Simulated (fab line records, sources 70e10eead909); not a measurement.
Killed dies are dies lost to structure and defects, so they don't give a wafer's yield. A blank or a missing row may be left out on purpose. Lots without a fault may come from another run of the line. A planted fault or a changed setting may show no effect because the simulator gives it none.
fab line records | flow nand_harc
record lots=13 wafers=38 last_day=25
route steps=1159 shown A_CONTACT@870
lots that met no fault: from a run of the same line without faults
start_h: hours from the record's first day to the start of the lot's first wafer shown | wait_h: hours since the lot's step before | " the same as in the row above | L1.1+2: a row that stands for several wafers | - no value, or no start given | * or withheld: withheld | < > ~ a bound
route shown NAME@n: a module of which the file shows steps, and the number in the route of the first | usual: mean/standard deviation of fault-free wafers | same: alike in all rows | chamber/n: place in a boat | sites: the reading at each site | _std_site: their standard deviation | _edge_site: outer sites' mean less inner sites' | radius_mm: how far each site lies from the wafer's centre | mask NAME#n: copy n | behind: the tool/chamber that last shaped the wafer | hold: why the lot was held/for how many hours/how that ended | device: the transistor (n, p or np) that didn't switch | end of line: the same wafers' tests at the end of the route | a step without rows: its recipe alone | killed: dies lost to structure and defects at the first sort, not the wafer's yield | map: a wafer's dies, x killed, . not, _ none there
set.NAME: the setting as run; set.NAME@STEP: as run at that earlier step | model.NAME: the simulator's own value behind a step, which no gauge read
steps of the route over a sample of lots; a table a step, a row a wafer
services: from which hour (start_h, from the record's first day; less than 0 if before it) a tool's chamber was out of use, for how many hours, and why
## steps
# step NHARC_A_CONTACT_ETCH_119
# recipe source_w=withheld pressure_mtorr=20 bias_v=3000 time_s=94 target_depth_a=9220 ar_flow_sccm=withheld c4f8_flow_sccm=withheld o2_flow_sccm=withheld chemistry=C4F8/O2/Ar
# usual oes_air_line_au=1.006/0.02
# columns lot.wafer tool chamber start_h wait_h oes_air_line_au rf_hours_counter_h
L464.2 har_cap_etch-02 1 373.86 0.1 1.000 8
L464.4 " 1 " " 1.002 -
L464.6 " 0 " " 1.008 -
L465.4 har_cap_etch-03 1 379.76 0.1 1.025 -
L465.5 " 0 " " 0.969 -
L465.6 " 1 " " 1.013 -
L466.1 har_cap_etch-02 0 384.25 0.1 1.011 12
L466.4 " 0 " " 1.002 -
L466.6 " 0 " " 0.996 -
L467.3 har_cap_etch-02 1 397.18 0.1 1.017 -
L467.6 " 0 " " 1.007 -
L467.5 " 1 " " 1.043 -
L472.4 har_cap_etch-03 0 420.10 0.1 1.000 -
L472.3 " 1 " " 1.009 -
L472.5 " 1 " " 1.006 -
L475.2 har_cap_etch-02 1 434.24 0.1 0.987 20
L475.1 " 0 " " 0.989 20
L473.2 har_cap_etch-01 1 438.01 0.1 1.008 66
L473.3 " 1 " " 0.995 -
L473.5 " 1 " " 1.019 -
L479.1 har_cap_etch-01 1 465.03 0.1 0.981 73
L479.4 " 1 " " 1.003 -
L479.5 " 0 " " 1.019 -
L484.2 har_cap_etch-03 0 471.55 0.1 1.025 102
L484.3 " 0 " " 1.006 -
L484.5 " 0 " " 1.009 -
L481.2 har_cap_etch-01 0 475.17 0.1 1.023 74
L481.3 " 0 " " 1.003 -
L481.5 " 0 " " 0.994 -
L487.1 har_cap_etch-02 0 510.37 0.1 1.005 34
L487.6 " 1 " " 1.020 -
L487.5 " 0 " " 1.026 -
L485.1 har_cap_etch-03 0 515.48 0.1 1.007 108
L485.3 " 1 " " 1.018 -
L485.5 " 0 " " 0.969 -
L486.3 har_cap_etch-01 1 516.78 0.1 1.027 -
L486.6 " 0 " " 1.013 -
L486.5 " 1 " " 1.013 -
# step NHARC_A_CONTACT_CD_MEAS_69
# recipe target_cd_nm=200 landing_energy_ev=500
# usual cd_nm=200.3/0.69
# columns lot.wafer tool chamber start_h wait_h cd_nm
L464.2 cd_sem-03 0 379.69 - 199.1
L464.4 " 0 " " 200.8
L464.6 " 0 " " 200.4
L465.4 cd_sem-02 0 384.77 - 200.2
L465.5 " 0 " " 200.9
L465.6 " 0 " " 199.5
L466.1 cd_sem-03 0 390.39 - 201.4
L466.4 " 0 " " 200.3
L466.6 " 0 " " 200.7
L467.3 cd_sem-02 0 402.35 - 199.7
L467.5 " 0 " " 199.7
L467.6 " 0 " " 199.4
L472.3 cd_sem-02 0 426.11 - 200.1
L472.4 " 0 " " 200.7
L472.5 " 0 " " 200.0
L475.1 cd_sem-02 0 440.68 - 199.2
L475.2 " 0 " " 200.8
L473.2 cd_sem-01 0 442.69 - 200.4
L473.3 " 0 " " 201.2
L473.5 " 0 " " 201.7
L479.1 cd_sem-01 0 469.48 - 201.0
L479.4 " 0 " " 200.1
L479.5 " 0 " " 199.9
L484.2 cd_sem-03 0 476.14 - 200.5
L484.3 " 0 " " 200.4
L484.5 " 0 " " 200.8
L481.2 cd_sem-02 0 479.64 - 200.8
L481.3 " 0 " " 201.4
L481.5 " 0 " " 201.6
L487.1 cd_sem-02 0 516.25 - 199.6
L487.5 " 0 " " 199.8
L487.6 " 0 " " 201.6
L485.1 cd_sem-03 0 520.15 - 202.0
L485.3 " 0 " " 200.7
L485.5 " 0 " " 201.4
L486.3 cd_sem-01 0 522.25 - 199.2
L486.5 " 0 " " 199.0
L486.6 " 0 " " 200.0
# step NHARC_A_CONTACT_ETCH_77
# recipe target_depth_a=726 time_s=36.3 cf4_flow_sccm=100 chf3_flow_sccm=30 ar_flow_sccm=0 rf_w=500 bias_w=200 chemistry=CF4/CHF3
# usual cf4_flow_sccm=100.0/0.32 drypump_motor_current_A=5.8/0.45 oes_product_au=0.939/0.02 rf_fwd_power_W=493.1/2.1 rf_vpp_V=369.4/2.5 showerhead_plenum_p_Torr=1.54/0.074 throttle_valve_pct=16.804/0.01
# columns lot.wafer tool chamber start_h wait_h cf4_flow_sccm drypump_motor_current_A oes_product_au rf_fwd_power_W rf_hours_counter_h rf_vpp_V showerhead_plenum_p_Torr throttle_valve_pct
L464.2 rie_diel-08 1 380.42 - 99.9 6.0 0.984 495.5 26 365.9 1.47 16.794
L464.4 " 2 " " 100.0 5.0 0.948 491.4 26 366.7 1.49 16.814
L464.6 " 1 " " 99.8 6.0 0.996 496.0 - 366.9 1.47 16.840
L465.4 rie_diel-03 2 385.47 - 99.7 5.8 0.918 491.0 30 370.1 1.58 16.794
L465.6 " 2 " " 100.3 5.8 0.925 489.0 - 371.9 1.58 16.800
L465.5 " 3 " " 100.0 6.5 0.941 491.0 - 368.9 1.50 16.785
L466.1 rie_diel-08 0 391.22 - 99.5 5.4 0.959 492.0 26 367.9 1.50 16.806
L466.4 " 1 " " 100.5 6.0 0.963 495.6 31 367.5 1.47 16.801
L466.6 " 1 " " 99.3 6.0 0.964 495.9 - 367.2 1.47 16.797
L467.3 rie_diel-03 1 403.21 - 99.7 5.4 0.947 493.0 0 373.9 1.67 16.806
L467.5 " 2 " " 99.9 5.8 0.940 491.7 - 371.1 1.58 16.813
L467.6 " 3 " " 100.4 6.5 0.940 492.6 - 369.0 1.50 16.808
L472.4 rie_diel-08 1 426.81 - 99.9 6.0 0.937 496.9 46 366.4 1.47 16.792
L472.3 " 0 " " 100.1 5.4 0.927 489.0 41 368.5 1.49 16.809
L472.5 " 2 " " 99.8 5.0 0.915 491.8 - 368.0 1.49 16.803
L475.1 rie_diel-03 3 441.43 - 100.0 6.5 0.941 494.0 7 367.1 1.50 16.797
L475.2 " 0 " " 100.2 5.8 0.841 489.2 6 368.1 1.53 16.797
L473.2 rie_diel-03 1 443.45 - 100.3 5.4 0.854 492.0 7 372.9 1.67 16.816
L473.3 " 3 " " 99.6 6.5 0.959 492.1 7 366.5 1.50 16.802
L473.5 " 2 " " 100.2 5.8 0.939 492.7 - 369.8 1.58 16.811
L479.4 rie_diel-08 3 471.46 - 99.3 5.3 0.943 495.3 63 367.3 1.45 16.804
L479.1 " 2 " " 100.0 5.0 0.917 494.2 58 367.9 1.48 16.804
L479.5 " 3 " " 99.4 5.3 0.942 495.6 - 365.7 1.45 16.807
L484.3 rie_diel-13 3 476.86 - 100.1 6.2 0.947 495.2 7 373.9 1.67 16.805
L484.2 " 2 " " 100.3 5.0 0.963 494.0 6 369.0 1.53 16.795
L484.5 " 3 " " 100.0 6.1 0.943 493.7 - 373.3 1.67 16.793
L481.2 rie_diel-13 2 480.37 - 99.7 5.0 0.955 495.4 7 371.4 1.53 16.826
L481.3 " 0 " " 99.8 6.1 0.940 491.5 8 369.3 1.48 16.790
L481.5 " 2 " " 99.8 5.0 0.953 493.0 - 369.8 1.53 16.807
L487.1 rie_diel-08 1 516.96 - 99.2 6.0 0.939 495.3 12 373.2 1.70 16.818
L487.5 " 1 " " 99.8 6.0 0.947 495.6 - 374.8 1.70 16.797
L487.6 " 2 " " 100.2 5.0 0.919 495.3 - 366.9 1.48 16.810
L485.1 rie_diel-13 1 521.12 - 99.9 6.0 0.942 492.6 20 369.6 1.51 16.804
L485.3 " 2 " " 99.6 5.0 0.967 492.2 20 369.6 1.52 16.790
L485.5 " 3 " " 99.9 6.1 0.925 494.8 - 373.0 1.66 16.799
L486.3 rie_diel-03 2 522.96 - 100.0 5.8 0.973 493.5 24 368.6 1.57 16.815
L486.5 " 3 " " 100.0 6.5 0.970 494.3 - 368.7 1.49 16.809
L486.6 " 0 " " 100.0 5.8 0.970 490.4 - 369.4 1.52 16.796
# step NHARC_A_CONTACT_ETCH_130
# recipe source_w=withheld pressure_mtorr=20 bias_v=1200 time_s=155 target_depth_a=9560 ar_flow_sccm=withheld c4f8_flow_sccm=withheld o2_flow_sccm=withheld chemistry=C4F8/O2/Ar
# usual oes_air_line_au=1.001/0.02
# columns lot.wafer tool chamber start_h wait_h oes_air_line_au rf_hours_counter_h
L464.2 har_cap_etch-01 0 381.94 0.1 1.003 57
L464.4 " 0 " " 0.994 -
L464.6 " 0 " " 1.002 -
L465.4 har_cap_etch-01 0 387.03 0.1 0.993 -
L465.5 " 0 " " 0.991 -
L465.6 " 1 " " 0.979 -
L466.1 har_cap_etch-02 0 392.76 0.1 0.994 14
L466.4 " 1 " " 1.019 -
L466.6 " 0 " " 0.988 -
L467.3 har_cap_etch-02 0 405.07 0.2 0.955 -
L467.5 " 0 " " 0.971 -
L467.6 " 1 " " 0.999 -
L472.4 har_cap_etch-03 1 428.37 0.1 1.020 -
L472.3 " 0 " " 1.030 -
L472.5 " 0 " " 1.011 -
L475.1 har_cap_etch-02 0 442.93 0.1 0.997 23
L475.2 " 1 " " 0.997 23
L473.2 har_cap_etch-01 1 445.08 0.1 0.973 68
L473.3 " 0 " " 1.014 -
L473.5 " 1 " " 0.981 -
L479.1 har_cap_etch-02 0 473.00 0.1 1.030 29
L479.4 " 0 " " 0.992 -
L479.5 " 1 " " 1.023 -
L484.2 har_cap_etch-02 0 478.41 0.1 1.020 30
L484.3 " 0 " " 1.003 -
L484.5 " 0 " " 1.018 -
L481.2 har_cap_etch-03 0 481.87 0.1 1.025 104
L481.3 " 1 " " 0.988 -
L481.5 " 0 " " 1.061 -
L487.1 har_cap_etch-02 1 518.48 0.1 1.017 35
L487.5 " 1 " " 0.962 -
L487.6 " 0 " " 0.956 -
L485.1 har_cap_etch-01 1 522.67 0.1 1.011 80
L485.3 " 1 " " 1.049 -
L485.5 " 1 " " 1.011 -
L486.3 har_cap_etch-03 1 524.51 0.1 1.007 -
L486.6 " 1 " " 1.006 -
L486.5 " 0 " " 0.979 -
## services
# columns tool chamber start_h hours kind
rie_diel-08 0 360.00 - clean
rie_diel-08 1 360.00 - clean
rie_diel-08 2 360.00 - clean
rie_diel-08 3 360.00 - clean
har_cap_etch-03 - 365.51 0.3 repair
rie_diel-08 0 384.50 - clean
rie_diel-08 1 384.50 - clean
rie_diel-08 2 384.50 - clean
rie_diel-08 3 384.50 - clean
har_cap_etch-02 - 386.57 0.4 repair
rie_diel-03 - 392.31 9.0 pm
rie_diel-08 0 410.44 - clean
rie_diel-08 1 410.44 - clean
rie_diel-08 2 410.44 - clean
rie_diel-08 3 410.44 - clean
rie_diel-08 0 434.94 - clean
rie_diel-08 1 434.94 - clean
rie_diel-08 2 434.94 - clean
rie_diel-03 0 443.50 13.9 repair
rie_diel-13 - 453.05 9.0 pm
rie_diel-03 3 454.87 3.4 repair
har_cap_etch-02 - 456.12 2.6 repair
rie_diel-08 - 478.98 9.0 pm
rie_diel-13 3 489.67 2.4 repair
## key
first_sign step=NHARC_A_CONTACT_ETCH_77 reading=oes_product_au direction=down sigmas=4.5 usual=0.939 struck=0.848
effect none on later readings
met_at NHARC_A_CONTACT_ETCH_77
struck_lots L473,L475
struck_wafers L473.2,L475.2
tester_left_out L473,L475
not_acting_at NHARC_A_CONTACT_ETCH_119,NHARC_A_CONTACT_CD_MEAS_69,NHARC_A_CONTACT_ETCH_130
onset_between 403.21 441.43
fault kind=process_parameter_drift tool=rie_diel-03 chamber=- onset_h=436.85 steps=NHARC_A_CONTACT_ETCH_77 channel=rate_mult offset=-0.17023 shape=step end_h=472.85 scope=struck_wafers_only
# tester_left_out: of these lots the tester's yield and bins aren't shown, on N5 and GAA mostly nor the transistor test; their killed dies are dies lost to structure and defects alone, not to doping, threshold or leakage, so they don't give the yield
